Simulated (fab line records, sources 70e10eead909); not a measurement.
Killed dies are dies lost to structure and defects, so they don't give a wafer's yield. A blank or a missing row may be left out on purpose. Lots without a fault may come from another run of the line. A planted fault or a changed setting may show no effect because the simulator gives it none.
Which tool did it? | flow nand_harc | 12 lots, 36 wafers sampled, at 6 steps of a route of 1159

WHAT THE GAUGES READ, wafer by wafer
NHARC_P_GATE_CD_MEAS_26: target cd 120 nm. Usual: cd_nm 119.9 nm, standard deviation 0.53.
lot  | measured     | on        | cd_nm (nm)        | flag
L745 | day 4 19:31  | cd_sem-01 | 120.7 120.4 120.4 |
L747 | day 5 10:22  | cd_sem-01 | 119.8 120.6 120.6 |
L746 | day 5 11:05  | cd_sem-01 | 118.9 119.3 119.5 |
L748 | day 5 14:48  | cd_sem-01 | 115.6 116.0 115.5 | OFF
L757 | day 7 20:35  | cd_sem-03 | 120.5 119.9 120.8 |
L759 | day 8 17:11  | cd_sem-03 | 120.6 120.1 120.4 |
L760 | day 8 17:49  | cd_sem-01 | 119.0 118.9 119.1 |
L761 | day 8 22:14  | cd_sem-02 | 120.2 120.6 120.1 |
L762 | day 9 08:28  | cd_sem-03 | 119.6 119.6 120.1 |
L764 | day 9 16:14  | cd_sem-02 | 119.7 120.0 120.0 |
L765 | day 9 21:05  | cd_sem-02 | 119.7 120.1 120.1 |
L766 | day 10 07:22 | cd_sem-02 | 120.2 119.8 120.1 |

NHARC_P_GATE_CD_MEAS_33. Usual: cd_nm 120.7 nm, standard deviation 1.9.
lot  | measured     | on        | cd_nm (nm)        | flag
L745 | day 4 20:35  | cd_sem-02 | 120.5 119.2 121.3 |
L747 | day 5 11:21  | cd_sem-03 | 121.8 120.7 123.5 |
L746 | day 5 12:04  | cd_sem-03 | 119.9 122.1 119.7 |
L748 | day 5 15:47  | cd_sem-01 | 116.2 116.7 116.4 |
L757 | day 7 22:18  | cd_sem-01 | 115.7 119.7 119.2 |
L759 | day 8 18:11  | cd_sem-01 | 122.7 121.1 121.2 |
L760 | day 8 18:48  | cd_sem-02 | 119.7 119.1 122.2 |
L761 | day 8 23:14  | cd_sem-02 | 122.9 122.7 119.7 |
L762 | day 9 10:06  | cd_sem-02 | 121.0 121.4 122.3 |
L764 | day 9 17:45  | cd_sem-03 | 123.0 117.5 122.2 |
L765 | day 9 22:18  | cd_sem-03 | 122.1 122.7 122.7 |
L766 | day 10 08:25 | cd_sem-02 | 120.4 122.8 120.8 |

NHARC_END_SORT_01. Usual: killed_at_array 25, standard deviation 9.8; killed_at_other 0.8, standard deviation 1.1; killed_at_periphery 3.3, standard deviation 2.1; killed_dies 29, standard deviation 10; killed_open 3.3, standard deviation 1.8; killed_short 1.9, standard deviation 1.4.
lot  | measured     | on        | killed_at_array | killed_at_other | killed_at_periphery | killed_dies | killed_open | killed_short | flag
L748 | day 19 23:31 | prober-01 | 24 29 25        | 1 2 1           | 5 2 3               | 30 33 29    | 3 1 1       | 0 2 1        |
L760 | day 23 21:04 | prober-02 | 40 39 36        | 0 0 0           | 7 5 1               | 47 44 37    | 3 3 3       | 4 4 1        |
L761 | day 24 12:32 | prober-01 | 17 19 18        | 2 1 1           | 5 0 3               | 24 20 22    | 5 2 4       | 1 2 1        |
L764 | day 24 21:03 | prober-02 | 41 39 35        | 0 0 0           | 6 9 6               | 47 48 41    | 3 4 3       | 2 1 0        |

WHICH TOOL RAN EACH LOT (tool, then ch and the chambers of the sampled wafers, then the start)
lot  | NHARC_P_GATE_HM_DEP_102       | NHARC_P_GATE_EXPOSE_23             | NHARC_P_GATE_ETCH_104
L745 | acl_dep-02 ch 0, day 4 18:31  | arfi_scanner-02 ch 0, day 4 19:23  | rie_diel-11 ch 1,2, day 4 19:47
L747 | acl_dep-01 ch 0, day 5 09:08  | arfi_scanner-02 ch 0, day 5 10:13  | rie_diel-03 ch 0,2, day 5 10:38
L746 | acl_dep-01 ch 0, day 5 09:47  | arfi_scanner-02 ch 0, day 5 10:57  | rie_diel-11 ch 0,2, day 5 11:22
L748 | acl_dep-01 ch 0, day 5 13:35  | arfi_scanner-02 ch 0, day 5 14:40  | rie_diel-03 ch 0,1, day 5 15:04
L757 | acl_dep-01 ch 0, day 7 19:41  | arfi_scanner-03 ch 0, day 7 20:27  | rie_diel-03 ch 0,1,2, day 7 20:54
L759 | acl_dep-01 ch 0, day 8 15:51  | arfi_scanner-01 ch 0, day 8 17:03  | rie_diel-03 ch 0,3, day 8 17:28
L760 | acl_dep-01 ch 0, day 8 16:36  | arfi_scanner-01 ch 0, day 8 17:41  | rie_diel-03 ch 0,2,3, day 8 18:05
L761 | acl_dep-02 ch 0, day 8 20:58  | arfi_scanner-02 ch 0, day 8 22:06  | rie_diel-03 ch 2,3, day 8 22:31
L762 | acl_dep-03 ch 0, day 9 07:12  | arfi_scanner-01 ch 0, day 9 08:20  | rie_diel-04 ch 1,3, day 9 09:00
L764 | acl_dep-03 ch 0, day 9 14:53  | arfi_scanner-03 ch 0, day 9 16:06  | rie_diel-03 ch 1,2,3, day 9 16:39
L765 | acl_dep-01 ch 0, day 9 19:52  | arfi_scanner-01 ch 0, day 9 20:58  | rie_diel-04 ch 0,3, day 9 21:26
L766 | acl_dep-02 ch 0, day 10 06:14 | arfi_scanner-03 ch 0, day 10 07:13 | rie_diel-04 ch 0,1,3, day 10 07:38
- NHARC_P_GATE_HM_DEP_102: deposits aC, target thk 120 nm.
- NHARC_P_GATE_EXPOSE_23: exposes mask P GATE, target cd 120 nm.
- NHARC_P_GATE_ETCH_104: etches the open film in CF4/CHF3, target depth 60 nm.

WHAT THE TOOLS THEMSELVES READ (means of the sampled wafers that have a number; where no wafer has one, the mark that the record gives instead)
NHARC_P_GATE_HM_DEP_102. Usual: susceptor_temp_C 400.01 C, standard deviation 0.22; throttle_valve_pct 34.999 %, standard deviation 0.0088.
lot  | tool       | susceptor_temp_C (C) | throttle_valve_pct (%) | flag
L745 | acl_dep-02 | 399.98               | 35.008                 |
L747 | acl_dep-01 | 399.96               | 34.995                 |
L746 | acl_dep-01 | 400.07               | 35.009                 |
L748 | acl_dep-01 | 400.08               | 35.002                 |
L757 | acl_dep-01 | 399.98               | 34.999                 |
L759 | acl_dep-01 | 400.07               | 34.997                 |
L760 | acl_dep-01 | 400.18               | 34.994                 |
L761 | acl_dep-02 | 400.36               | 35.009                 |
L762 | acl_dep-03 | 399.65               | 34.988                 |
L764 | acl_dep-03 | 400.16               | 34.996                 |
L765 | acl_dep-01 | -                    | 34.999                 | OFF
L766 | acl_dep-02 | 399.85               | 34.992                 |

NHARC_P_GATE_EXPOSE_23. Usual: focus_offset_nm 0.0 nm, standard deviation 0.46.
lot  | tool            | focus_offset_nm (nm) | flag
L745 | arfi_scanner-02 | 0.4                  |
L747 | arfi_scanner-02 | -0.1                 |
L746 | arfi_scanner-02 | 0.3                  |
L748 | arfi_scanner-02 | -0.5                 |
L757 | arfi_scanner-03 | -0.7                 |
L759 | arfi_scanner-01 | -0.1                 |
L760 | arfi_scanner-01 | -0.2                 |
L761 | arfi_scanner-02 | 0.5                  |
L762 | arfi_scanner-01 | -0.4                 |
L764 | arfi_scanner-03 | 0.1                  |
L765 | arfi_scanner-01 | 0.1                  |
L766 | arfi_scanner-03 | 0.2                  |

NHARC_P_GATE_ETCH_104. Usual: drypump_motor_current_A 5.7 A, standard deviation 0.36; oes_product_au 0.940 a.u., standard deviation 0.021; rf_vpp_V 371.8 V, standard deviation 2.1; showerhead_plenum_p_Torr 1.61 Torr, standard deviation 0.062; throttle_valve_pct 16.802 %, standard deviation 0.0096.
lot  | tool        | drypump_motor_current_A (A) | oes_product_au (a.u.) | rf_vpp_V (V) | showerhead_plenum_p_Torr (Torr) | throttle_valve_pct (%) | flag
L745 | rie_diel-11 | 5.9                         | 0.960                 | 373.3        | 1.67                            | 16.806                 |
L747 | rie_diel-03 | 5.4                         | 0.924                 | 369.9        | 1.54                            | 16.804                 |
L746 | rie_diel-11 | 5.8                         | 0.970                 | 374.0        | 1.65                            | 16.806                 |
L748 | rie_diel-03 | 5.5                         | 0.920                 | 371.6        | 1.62                            | 16.795                 |
L757 | rie_diel-03 | 5.4                         | 0.937                 | 371.7        | 1.60                            | 16.798                 |
L759 | rie_diel-03 | 5.7                         | 0.935                 | 370.1        | 1.54                            | 16.798                 |
L760 | rie_diel-03 | 5.7                         | 0.936                 | 370.8        | 1.59                            | 16.803                 |
L761 | rie_diel-03 | 5.7                         | 0.952                 | 372.9        | 1.63                            | 16.797                 |
L762 | rie_diel-04 | 5.8                         | 0.944                 | 370.8        | 1.58                            | 16.801                 |
L764 | rie_diel-03 | 5.7                         | 0.921                 | 373.4        | 1.65                            | 16.799                 |
L765 | rie_diel-04 | 6.0                         | 0.922                 | 371.5        | 1.61                            | 16.797                 |
L766 | rie_diel-04 | 5.7                         | 0.954                 | 371.3        | 1.59                            | 16.802                 |

THE ANSWER, worked out from the rows above alone
Rule: a lot is off if the mean of its wafers that have a number lies more than 3 standard deviations from the usual mean. A lot without any number at a reading at which 4 lots or more have one is off too. The other lots that the step has rows for count as sound. The gauges are gone through in route order, then the tools' own readings, and for those a lot's mean is taken as printed above. The first step at which some lot is off is used, and at that step the reading that is off furthest; a lot without a number counts as furthest.
Off: L748, at NHARC_P_GATE_CD_MEAS_26 (cd_nm).
A tool fits if, at a process step before that reading, it ran every lot that is off, and no sound lot after the first of them. The gauges at NHARC_P_GATE_CD_MEAS_26 are tried like those tools. None of those tried fits.

WHAT THE SIMULATOR HAD PUT IN
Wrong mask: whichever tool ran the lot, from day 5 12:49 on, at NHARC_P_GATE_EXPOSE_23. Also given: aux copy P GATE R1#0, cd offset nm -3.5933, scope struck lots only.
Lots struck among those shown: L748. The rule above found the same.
